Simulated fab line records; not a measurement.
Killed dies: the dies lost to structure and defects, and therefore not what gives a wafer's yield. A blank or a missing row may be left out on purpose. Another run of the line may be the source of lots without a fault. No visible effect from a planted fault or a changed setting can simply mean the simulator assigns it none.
Commonality check across tools	flow nand-harc	12 lots and 36 wafers in the sample

== REASON FOR OPENING ==
Flagged at NHARC_P_M1_CD_MEAS_09: reading cd-nm, on 2 of 12 lots. Wafers without a fault read 130.3 nm, standard deviation 0.82.
Rule: flag the lot when none of its wafers has a number, or when each of its wafers that has one lies beyond 4 standard deviations from that mean. As for the other lots, they are considered sound.

lot	measured	on	cd-nm (nm), wafer by wafer	flag
L288	day 6 03:32	cd-sem-03	130.7 130.3 131.0	
L287	day 6 03:52	cd-sem-03	131.6 131.3 129.9	
L289	day 6 13:45	cd-sem-03	129.5 128.4 129.0	
L290	day 6 14:44	cd-sem-01	129.8 130.7 130.5	
L292	day 7 06:37	cd-sem-03	130.7 130.2 131.0	
L295	day 8 00:38	cd-sem-03	130.2 129.7 129.8	
L297	day 8 22:05	cd-sem-01	91.9 91.1 91.1	FLAGGED
L298	day 9 02:35	cd-sem-01	102.3 101.1 102.3	FLAGGED
L301	day 9 10:16	cd-sem-03	130.9 130.7 131.1	
L304	day 10 09:01	cd-sem-03	129.6 129.1 129.4	
L306	day 10 15:01	cd-sem-03	131.1 130.7 131.2	
L308	day 10 23:49	cd-sem-03	129.7 130.4 130.1	
The mean of the flagged lots' numbers is 96.6 nm, -33.7 nm from the usual (-41 standard deviations).

== WHICH TOOL RAN EACH LOT ==
The record holds 2 process steps before the reading, out of a route of 1159 steps. In each cell: the tool, then ch and the chambers that the sampled wafers went through, then the start.
lot	flag	NHARC_P_M0_ETCH_15	NHARC_P_M1_EXPOSE_06
L288		rie-diel-02 ch 0,2,3, day 6 01:12 or earlier	arfi-scanner-02 ch 0, day 6 03:24
L287		rie-diel-02 ch 0,1,3, day 6 01:46 or earlier	arfi-scanner-03 ch 0, day 6 03:44
L289		rie-diel-10 ch 0,1,3, day 6 12:12 or earlier	arfi-scanner-01 ch 0, day 6 13:37
L290		rie-diel-02 ch 0,2,3, day 6 13:13 or earlier	arfi-scanner-02 ch 0, day 6 14:36
L292		rie-diel-02 ch 0,2,3, day 7 05:03 or earlier	arfi-scanner-02 ch 0, day 7 06:28
L295		rie-diel-02 ch 0,2,3, day 7 22:49 or earlier	arfi-scanner-01 ch 0, day 8 00:30
L297	FLAGGED	rie-diel-09 ch 0,3, day 8 20:32 or earlier	arfi-scanner-02 ch 0, day 8 21:58
L298	FLAGGED	rie-diel-09 ch 0,1,2, day 9 01:02 or earlier	arfi-scanner-02 ch 0, day 9 02:28
L301		rie-diel-02 ch 1,3, day 9 08:49 or earlier	arfi-scanner-01 ch 0, day 9 10:08
L304		rie-diel-02 ch 0,1,3, day 10 07:16 or earlier	arfi-scanner-03 ch 0, day 10 08:52
L306		rie-diel-02 ch 0,2,3, day 10 13:19 or earlier	arfi-scanner-01 ch 0, day 10 14:52
L308		rie-diel-10 ch 0,2,3, day 10 22:18 or earlier	arfi-scanner-03 ch 0, day 10 23:41
These steps, and what they do:
- NHARC_P_M0_ETCH_15: etches the open film in C4F8/Ar, target depth 150 nm, overetch 15 nm, time 82.5 s.
- NHARC_P_M1_EXPOSE_06: exposes mask P M1, target cd 130 nm.
- NHARC_P_M1_CD_MEAS_09: target cd 130 nm.

== FLAGGED AGAINST TOTAL, ONE TOOL AT A TIME (gauges that did the reading follow at the end) ==
step	tool	lots run	flagged	share of the flagged lots	sound lots run after its first flagged lot
NHARC_P_M0_ETCH_15	rie-diel-02	8	0	none	-
NHARC_P_M0_ETCH_15	rie-diel-09	2	2	all	0
NHARC_P_M0_ETCH_15	rie-diel-10	2	0	none	-
NHARC_P_M1_EXPOSE_06	arfi-scanner-01	4	0	none	-
NHARC_P_M1_EXPOSE_06	arfi-scanner-02	5	2	all	0
NHARC_P_M1_EXPOSE_06	arfi-scanner-03	3	0	none	-
NHARC_P_M1_CD_MEAS_09	cd-sem-01	3	2	all	0
NHARC_P_M1_CD_MEAS_09	cd-sem-03	9	0	none	-
Because NHARC_P_M0_ETCH_15 lacks a start for some lots, the hours and order of its lots are taken from NHARC_P_M0_THK_MEAS_24.

== THE TABLE: WHAT IT ALLOWS ==
3 rows of the table ran every flagged lot: rie-diel-09 at NHARC_P_M0_ETCH_15, arfi-scanner-02 at NHARC_P_M1_EXPOSE_06, cd-sem-01 at NHARC_P_M1_CD_MEAS_09.
- rie-diel-09 at NHARC_P_M0_ETCH_15: 2 of its 2 lots flagged. No sound lot ran on it before its first flagged lot in this sample; the start therefore can't be narrowed down.
- arfi-scanner-02 at NHARC_P_M1_EXPOSE_06: 2 of its 5 lots flagged. Its last sound lot is L292 (day 7 06:28), its first flagged lot L297 (day 8 21:58): a fault that began between those two fits. Its own readings (exposure-dose-mJ-cm2) fall more than 4 standard deviations out on all wafers of the flagged lots.
- cd-sem-01 at NHARC_P_M1_CD_MEAS_09: 2 of its 3 lots flagged. Its last sound lot is L290 (day 6 14:44), its first flagged lot L297 (day 8 22:05): a fault that began between those two fits.
These 3 tools cannot be told apart by counting lots, since each of them fits a fault that started at some hour. More lots, or a look at what each step does to the wafer, might.

== WHAT HAD BEEN PUT IN BY THE SIMULATOR ==
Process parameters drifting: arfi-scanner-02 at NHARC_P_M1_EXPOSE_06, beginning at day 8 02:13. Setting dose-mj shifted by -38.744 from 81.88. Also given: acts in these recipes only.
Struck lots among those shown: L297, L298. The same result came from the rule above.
